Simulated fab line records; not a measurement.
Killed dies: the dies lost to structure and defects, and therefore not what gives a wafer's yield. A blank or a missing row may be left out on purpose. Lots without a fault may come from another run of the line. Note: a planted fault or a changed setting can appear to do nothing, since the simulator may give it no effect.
Split-lot study + flow n5Finfet + 7 lots, 21 wafers read, on a route of 1938 steps

THE SPLIT
At N5_FIN_SAQP_FIN_ETCH_36 (etches the open film in HBr/Cl2/O2, target depth 120 nm, time 50.4 s), the setting icpW was moved away from the recipe's 800 W on 7 of the 21 wafers read, by -14.4% to +11.6%. For the rest of the wafers, this setting stayed at what the recipe calls for.

FROM THE SPLIT TO THE READING: what the file shows between them, 3 steps
- N5_FIN_SAQP_PRECLEAN_38: cleans in O3/DIW, time 45 s
- N5_FIN_SAQP_PRECLEAN_45: cleans in dHF, time 10 s
- N5_FIN_SAQP_SRD_39: time 30 s

THE READING
trenchDepthNm, in nm, at N5_FIN_SAQP_OCD_MEAS_76. On this fab line, fault-free wafers typically give 120.7 nm with a standard deviation of 1.9 nm.

| wafer  | tool, chamber at the split | icpW as run, W | against the recipe | trenchDepthNm, nm | against lot-mates on the recipe |
|--------|----------------------------|----------------|--------------------|-------------------|---------------------------------|
| L079.2 | rieSi-02, 3                | 800            | recipe             | 119.9             | -                               |
| L079.4 | rieSi-02, 0                | 684.9          | -14.4%             | 111.3             | -8.6                            |
| L079.5 | rieSi-02, 2                | 684.9          | -14.4%             | 112.1             | -7.8                            |
| L082.1 | rieSi-05, 3                | 800            | recipe             | 122.1             | -                               |
| L082.2 | rieSi-05, 0                | 800            | recipe             | 123.5             | -                               |
| L082.6 | rieSi-05, 2                | 800            | recipe             | 123.4             | -                               |
| L084.2 | rieSi-05, 0                | 800            | recipe             | 122.8             | -                               |
| L084.4 | rieSi-05, 1                | 800            | recipe             | 119.8             | -                               |
| L084.6 | rieSi-05, 2                | 892.5          | +11.6%             | 129.7             | +8.4                            |
| L086.3 | rieSi-05, 2                | 874            | +9.3%              | 127.8             | +5.0                            |
| L086.5 | rieSi-05, 3                | 800            | recipe             | 122.9             | -                               |
| L086.6 | rieSi-05, 2                | 800            | recipe             | 122.7             | -                               |
| L087.1 | rieSi-05, 3                | 800            | recipe             | 121.8             | -                               |
| L087.2 | rieSi-05, 1                | 800            | recipe             | 119.3             | -                               |
| L087.5 | rieSi-05, 1                | 800            | recipe             | 118.6             | -                               |
| L088.1 | rieSi-02, 2                | 800            | recipe             | 122.3             | -                               |
| L088.3 | rieSi-02, 1                | 800            | recipe             | 118.3             | -                               |
| L088.5 | rieSi-02, 1                | 850.1          | +6.3%              | 123.0             | +2.7                            |
| L091.2 | rieSi-02, 3                | 762.7          | -4.7%              | 116.8             | -4.3                            |
| L091.5 | rieSi-02, 1                | 762.7          | -4.7%              | 114.7             | -6.4                            |
| L091.6 | rieSi-02, 2                | 800            | recipe             | 121.1             | -                               |

THE FIT
A straight line over all 21 wafers: trenchDepthNm changes by +0.688 nm for each +1% of icpW; r = +0.92; the points scatter about the line by 1.8 nm.
The same after taking each lot's own level away (the mean of its wafers on the recipe; 21 wafers): +0.62 nm for each +1%; r = +0.94; scatter 1.4 nm.
Per that fit: largest icpW move, reading shift of 8.9 nm.
The span of the lots' own levels, 119.90 to 123.00 nm, comes to 1.6 times the standard deviation stated above.
Hence the slope depends on the lot-to-lot level, as the two fits are not the same.
Check: for one of the wafers moved furthest among these (-14.4%), held out of the fit, the line's prediction against its lot-mates is -9.36 nm. It came out at -8.6 nm against them.

OTHER SPLITS ON THESE WAFERS
Note: prior to the reading, these wafers also went through further splits. Each is held against what the fit with the lots' levels taken away leaves over:
| other split on the same wafers | wafers away from the commonest value | r with trenchDepthNm (lot level and that fit taken away) |
|--------------------------------|--------------------------------------|----------------------------------------------------------|
| N5_WELL_APT_PEB_23 pebTimeS    | 8                                    | +0.08                                                    |
| N5_FIN_SAQP_PECVD_48 timeS     | 7                                    | +0.09                                                    |
| N5_FIN_SAQP_COAT_49 timeS      | 8                                    | +0.09                                                    |

THE WHOLE CHAIN: every reading that the file lists as answering this split, in the file's order
| step                    | what it does                                                         | reading                                                                  | change (the file's fit)               | r (the file's) |
|-------------------------|----------------------------------------------------------------------|--------------------------------------------------------------------------|---------------------------------------|----------------|
| N5_FIN_SAQP_FIN_ETCH_36 | etches the open film in HBr/Cl2/O2, target depth 120 nm, time 50.4 s | FIN_SAQP.featureDepthNm (the simulator's own value, which no gauge read) | +0.592 nm for each +1% of the setting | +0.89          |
| N5_FIN_SAQP_FIN_ETCH_36 | etches the open film in HBr/Cl2/O2, target depth 120 nm, time 50.4 s | etch.depthNm (the simulator's own value, which no gauge read)            | +0.594 nm for each +1% of the setting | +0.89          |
| N5_FIN_SAQP_OCD_MEAS_76 |                                                                      | trenchDepthNm                                                            | +0.622 nm for each +1% of the setting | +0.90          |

THE FILE'S OWN FIT
trenchDepthNm changes by +0.622 nm for each +1% of icpW, r = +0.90.
